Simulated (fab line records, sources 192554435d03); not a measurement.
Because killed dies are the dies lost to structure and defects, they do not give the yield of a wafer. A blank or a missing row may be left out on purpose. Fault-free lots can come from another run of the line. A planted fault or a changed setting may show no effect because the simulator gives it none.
Split-lot trial / flow n5_finfet / 7 lots, 21 wafers read, on a route of 1938 steps

SPLIT DETAILS
At N5_BEOL_M2_COAT_05 (resist thk 30 nm), the setting spin_rpm was moved away from the recipe's 1500 rpm on 4 of the 21 wafers read, by -3.4% to +8.9%. All remaining wafers had this setting at the recipe value.

FROM THE SPLIT TO THE READING: what the file shows between them, 5 steps
- N5_BEOL_M2_EBR_07
- N5_BEOL_M2_SOFTBAKE_06: time 60 s
- N5_BEOL_M2_EXPOSE_08: exposes mask M2
- N5_BEOL_M2_PEB_09: peb time 60 s
- N5_BEOL_M2_DEVELOP_10: develop time 30 s

THE READING
CAR-EUV_of_BEOL_M2_COAT_05.thk_nm (the simulator's own value, which no gauge read), in nm, at N5_BEOL_M2_DESCUM_16 (chemistry O2, time 7 s). No usual value for it is given in the file. Here, 17 wafers ran the recipe; their average is 26.1 nm with a standard deviation of 0.1 nm.

wafer=L076.2; tool, chamber at the split=litho_track-05, 0; spin_rpm as run, rpm=1500; against the recipe=recipe; CAR-EUV_of_BEOL_M2_COAT_05.thk_nm, nm=26.2; against lot-mates on the recipe=-
wafer=L076.4; tool, chamber at the split=litho_track-05, 0; spin_rpm as run, rpm=1500; against the recipe=recipe; CAR-EUV_of_BEOL_M2_COAT_05.thk_nm, nm=26.2; against lot-mates on the recipe=-
wafer=L076.6; tool, chamber at the split=litho_track-05, 0; spin_rpm as run, rpm=1500; against the recipe=recipe; CAR-EUV_of_BEOL_M2_COAT_05.thk_nm, nm=26.2; against lot-mates on the recipe=-
wafer=L077.2; tool, chamber at the split=litho_track-04, 0; spin_rpm as run, rpm=1500; against the recipe=recipe; CAR-EUV_of_BEOL_M2_COAT_05.thk_nm, nm=26; against lot-mates on the recipe=-
wafer=L077.3; tool, chamber at the split=litho_track-04, 0; spin_rpm as run, rpm=1500; against the recipe=recipe; CAR-EUV_of_BEOL_M2_COAT_05.thk_nm, nm=26; against lot-mates on the recipe=-
wafer=L077.5; tool, chamber at the split=litho_track-04, 0; spin_rpm as run, rpm=1634; against the recipe=+8.9%; CAR-EUV_of_BEOL_M2_COAT_05.thk_nm, nm=24.8; against lot-mates on the recipe=-1.2
wafer=L078.1; tool, chamber at the split=litho_track-04, 0; spin_rpm as run, rpm=1449; against the recipe=-3.4%; CAR-EUV_of_BEOL_M2_COAT_05.thk_nm, nm=26.4; against lot-mates on the recipe=+0.4
wafer=L078.3; tool, chamber at the split=litho_track-04, 0; spin_rpm as run, rpm=1500; against the recipe=recipe; CAR-EUV_of_BEOL_M2_COAT_05.thk_nm, nm=26; against lot-mates on the recipe=-
wafer=L078.5; tool, chamber at the split=litho_track-04, 0; spin_rpm as run, rpm=1500; against the recipe=recipe; CAR-EUV_of_BEOL_M2_COAT_05.thk_nm, nm=26; against lot-mates on the recipe=-
wafer=L079.3; tool, chamber at the split=litho_track-04, 0; spin_rpm as run, rpm=1500; against the recipe=recipe; CAR-EUV_of_BEOL_M2_COAT_05.thk_nm, nm=26; against lot-mates on the recipe=-
wafer=L079.4; tool, chamber at the split=litho_track-04, 0; spin_rpm as run, rpm=1500; against the recipe=recipe; CAR-EUV_of_BEOL_M2_COAT_05.thk_nm, nm=26; against lot-mates on the recipe=-
wafer=L079.6; tool, chamber at the split=litho_track-04, 0; spin_rpm as run, rpm=1500; against the recipe=recipe; CAR-EUV_of_BEOL_M2_COAT_05.thk_nm, nm=26.2; against lot-mates on the recipe=-
wafer=L083.2; tool, chamber at the split=litho_track-04, 0; spin_rpm as run, rpm=1500; against the recipe=recipe; CAR-EUV_of_BEOL_M2_COAT_05.thk_nm, nm=26.2; against lot-mates on the recipe=-
wafer=L083.3; tool, chamber at the split=litho_track-04, 0; spin_rpm as run, rpm=1500; against the recipe=recipe; CAR-EUV_of_BEOL_M2_COAT_05.thk_nm, nm=26.2; against lot-mates on the recipe=-
wafer=L083.6; tool, chamber at the split=litho_track-04, 0; spin_rpm as run, rpm=1500; against the recipe=recipe; CAR-EUV_of_BEOL_M2_COAT_05.thk_nm, nm=26.2; against lot-mates on the recipe=-
wafer=L093.2; tool, chamber at the split=litho_track-03, 0; spin_rpm as run, rpm=1500; against the recipe=recipe; CAR-EUV_of_BEOL_M2_COAT_05.thk_nm, nm=26.2; against lot-mates on the recipe=-
wafer=L093.6; tool, chamber at the split=litho_track-03, 0; spin_rpm as run, rpm=1500; against the recipe=recipe; CAR-EUV_of_BEOL_M2_COAT_05.thk_nm, nm=26.2; against lot-mates on the recipe=-
wafer=L093.4; tool, chamber at the split=litho_track-03, 0; spin_rpm as run, rpm=1500; against the recipe=recipe; CAR-EUV_of_BEOL_M2_COAT_05.thk_nm, nm=26; against lot-mates on the recipe=-
wafer=L096.2; tool, chamber at the split=litho_track-03, 0; spin_rpm as run, rpm=1500; against the recipe=recipe; CAR-EUV_of_BEOL_M2_COAT_05.thk_nm, nm=26; against lot-mates on the recipe=-
wafer=L096.3; tool, chamber at the split=litho_track-03, 0; spin_rpm as run, rpm=1451; against the recipe=-3.3%; CAR-EUV_of_BEOL_M2_COAT_05.thk_nm, nm=26.6; against lot-mates on the recipe=+0.6
wafer=L096.6; tool, chamber at the split=litho_track-03, 0; spin_rpm as run, rpm=1451; against the recipe=-3.3%; CAR-EUV_of_BEOL_M2_COAT_05.thk_nm, nm=26.6; against lot-mates on the recipe=+0.6

THE FIT
A straight line over all 21 wafers: CAR-EUV_of_BEOL_M2_COAT_05.thk_nm changes by -0.141 nm for each +1% of spin_rpm; r = -0.96; the points scatter about the line by 0.1 nm.
The same after taking each lot's own level away (the mean of its wafers on the recipe; 21 wafers): -0.142 nm for each +1%; r = -0.98; scatter 0.072 nm.
The reading moves by 1.3 nm for the largest change in spin_rpm, on that fit.
Across the lots, their own levels run from 26.00 to 26.20 nm, a range of 2.0 times the standard deviation given above.
So the lot-to-lot level changes the slope little: the two slopes agree.
Check: for one of the wafers moved furthest among these (+8.9%), held out of the fit, the line's prediction against its lot-mates is -1.43 nm. It came out at -1.2 nm against them.

THE WHOLE CHAIN: every reading that the file lists as answering this split, in the file's order
step=N5_BEOL_M2_COAT_05; what it does=resist thk 30 nm; reading=CAR-EUV_of_BEOL_M2_COAT_05.thk_nm (the simulator's own value, which no gauge read); change (the file's fit)=-0.132 nm for each +1% of the setting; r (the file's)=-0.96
step=N5_BEOL_M2_DEVELOP_10; what it does=develop time 30 s; reading=CAR-EUV_of_BEOL_M2_COAT_05.thk_nm (the simulator's own value, which no gauge read); change (the file's fit)=-0.153 nm for each +1% of the setting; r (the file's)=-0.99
step=N5_BEOL_M2_DESCUM_16; what it does=chemistry O2, time 7 s; reading=CAR-EUV_of_BEOL_M2_COAT_05.thk_nm (the simulator's own value, which no gauge read); change (the file's fit)=-0.138 nm for each +1% of the setting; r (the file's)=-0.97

FILE'S OWN FIT
CAR-EUV_of_BEOL_M2_COAT_05.thk_nm changes by -0.138 nm for each +1% of spin_rpm, r = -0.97.
